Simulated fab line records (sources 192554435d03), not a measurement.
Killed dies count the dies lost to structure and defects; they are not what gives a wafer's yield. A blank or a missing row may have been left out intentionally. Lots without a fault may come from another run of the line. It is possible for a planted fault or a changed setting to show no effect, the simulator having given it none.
Split-lot experiment -- flow n5_finfet -- on a route of 1938 steps: 7 lots, 21 wafers read

ABOUT THE SPLIT
At N5_BEOL_M15_COAT_04 (resist thk 800 nm), the setting spin_rpm was moved away from the recipe's 1704 rpm on 7 of the 21 wafers read, by -8.7% to +9.6%. The other wafers ran this setting at the recipe's value.

The split's own step is where the reading is taken.

THE READING
coat_of_BEOL_M15_COAT_04.thk_nm (the simulator's own value, which no gauge read), in nm, at N5_BEOL_M15_COAT_04 (resist thk 800 nm). No usual value for it is given in the file. Across the 14 wafers here that went through the recipe, the average is 800.2 nm and the standard deviation 2.6 nm.

wafer,"tool, chamber at the split","spin_rpm as run, rpm",against the recipe,"coat_of_BEOL_M15_COAT_04.thk_nm, nm",against lot-mates on the recipe
L077.1,"litho_track-04, 0",1704,recipe,801.8,-
L077.2,"litho_track-04, 0",1704,recipe,804.2,-
L077.3,"litho_track-04, 0",1704,recipe,804.6,-
L082.2,"litho_track-04, 0",1556,-8.7%,837.4,+37.1
L082.3,"litho_track-04, 0",1704,recipe,800,-
L082.6,"litho_track-04, 0",1704,recipe,800.6,-
L084.3,"litho_track-05, 0",1867,+9.6%,762,-35.8
L084.5,"litho_track-05, 0",1704,recipe,797,-
L084.6,"litho_track-05, 0",1704,recipe,798.6,-
L085.1,"litho_track-05, 0",1704,recipe,795,-
L085.5,"litho_track-05, 0",1636,-4.0%,814.8,+19.8
L085.6,"litho_track-05, 0",1636,-4.0%,813.4,+18.4
L087.2,"litho_track-05, 0",1704,recipe,799,-
L087.3,"litho_track-05, 0",1704,recipe,799,-
L087.6,"litho_track-05, 0",1704,recipe,800.8,-
L089.2,"litho_track-05, 0",1851,+8.6%,767.4,-33.4
L089.5,"litho_track-05, 0",1851,+8.6%,767.2,-33.6
L089.6,"litho_track-05, 0",1704,recipe,800.8,-
L093.2,"litho_track-04, 0",1704,recipe,803,-
L093.3,"litho_track-04, 0",1704,recipe,798.8,-
L093.6,"litho_track-04, 0",1758,+3.2%,790.4,-10.5

THE FIT
A straight line over all 21 wafers: coat_of_BEOL_M15_COAT_04.thk_nm changes by -3.92 nm for each +1% of spin_rpm; r = -0.99; the points scatter about the line by 2.5 nm.
The same after taking each lot's own level away (the mean of its wafers on the recipe; 21 wafers): -4.02 nm for each +1%; r = -1.00; scatter 1.5 nm.
The reading moves by 38 nm for the largest change in spin_rpm, on that fit.
The span of the lots' own levels, 795.00 to 803.53 nm, comes to 3.3 times the standard deviation stated above.
Hence the lot-to-lot level has little effect on the slope; both slopes agree.
Check: for one of the wafers moved furthest among these (+9.6%), held out of the fit, the line's prediction against its lot-mates is -38.5 nm. Against them it came out at -35.8 nm.

ADDITIONAL SPLITS CARRIED BY THESE WAFERS
Before the reading, these wafers also passed through other splits. Each is held against what the fit with the lots' levels taken away leaves over:
other split on the same wafers,wafers away from the commonest value,r with coat_of_BEOL_M15_COAT_04.thk_nm (lot level and that fit taken away)
N5_BEOL_M14_TRENCH_ETCH_34 bias_w,9,-0.09

THE FILE'S OWN FIT
coat_of_BEOL_M15_COAT_04.thk_nm changes by -3.98 nm for each +1% of spin_rpm, r = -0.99.
